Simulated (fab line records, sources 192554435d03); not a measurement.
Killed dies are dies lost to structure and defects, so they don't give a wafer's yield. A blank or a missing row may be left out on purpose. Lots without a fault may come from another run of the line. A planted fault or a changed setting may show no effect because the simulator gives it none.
Chamber matching | flow n5_finfet | N5_FIN_SAQP_SPACER2_ALD_28 on ald_sin-03: 4 sister chambers
The step deposits SiO2, target thk 8.1 nm, pulse time 1 s, purge time 2 s. 16 wafers are shown with their chamber, then 8 later ones without.

WAFERS WITH THEIR CHAMBER
wafer  | chamber | heater_power_w (W) | precursor_pulse_height_rel
L075.3 | 3       | 496                | 0.988
L075.4 | 1       | 537                | 1.022
L075.6 | 1       | 562                | 0.949
L076.1 | 2       | 516                | 0.994
L076.2 | 3       | 487                | 1.039
L076.6 | 2       | 503                | 0.982
L077.3 | 2       | 493                | 1.025
L077.4 | 0       | 520                | 1.047
L077.5 | 1       | 555                | 0.990
L086.1 | 2       | 500                | 1.000
L086.3 | 1       | 543                | 1.016
L086.5 | 2       | 499                | 0.998
L088.1 | 0       | 513                | 1.021
L088.3 | 3       | 496                | 1.007
L088.4 | 1       | 560                | 0.994
L094.1 | 1       | 533                | 1.015

SIGNATURES (means of the wafers above)
reading                    | chamber 0 | chamber 1 | chamber 2 | chamber 3 | scatter within a chamber
heater_power_w             | 516.50    | 548.33    | 502.20    | 493.00    | 9.7
precursor_pulse_height_rel | 1.03400   | 0.99767   | 0.99980   | 1.01133   | 0.023
Rule: a wafer's distance from a chamber is the root of the sum, over the readings, of the square of ((its reading less the chamber's mean) divided by the reading's scatter). The wafer belongs to the nearest chamber; if the next one is less than 2 further off, it can't be placed. The scatter: the root of (the sum of the squares of (reading less its chamber's mean) over the shown wafers, divided by (wafers less chambers)).

WAFERS WITHOUT THEIR CHAMBER
wafer  | heater_power_w (W) | precursor_pulse_height_rel
L094.3 | 512                | 1.001
L094.5 | 507                | 1.000
L095.4 | 523                | 1.007
L095.5 | 510                | 0.977
L095.6 | 512                | 0.984
L097.2 | 506                | 0.992
L097.3 | 547                | 0.996
L097.5 | 509                | 1.030

WHICH CHAMBER EACH WENT THROUGH
wafer  | from the rows above               | in truth
L094.3 | can't be placed: 2 or 0 or 3      | 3
L094.5 | can't be placed: 2 or 3 or 0      | 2
L095.4 | can't be placed: 0 or 2 or 1 or 3 | 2
L095.5 | can't be placed: 2 or 3 or 0      | 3
L095.6 | can't be placed: 2 or 0 or 3      | 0
L097.2 | can't be placed: 2 or 3 or 0      | 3
L097.3 | 1                                 | 1
L097.5 | can't be placed: 0 or 2 or 3      | 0
Placed correctly: 1 of 8. Can't be placed from these rows: 7 (the true chamber is among the candidates in 7). Placed wrongly: 0.
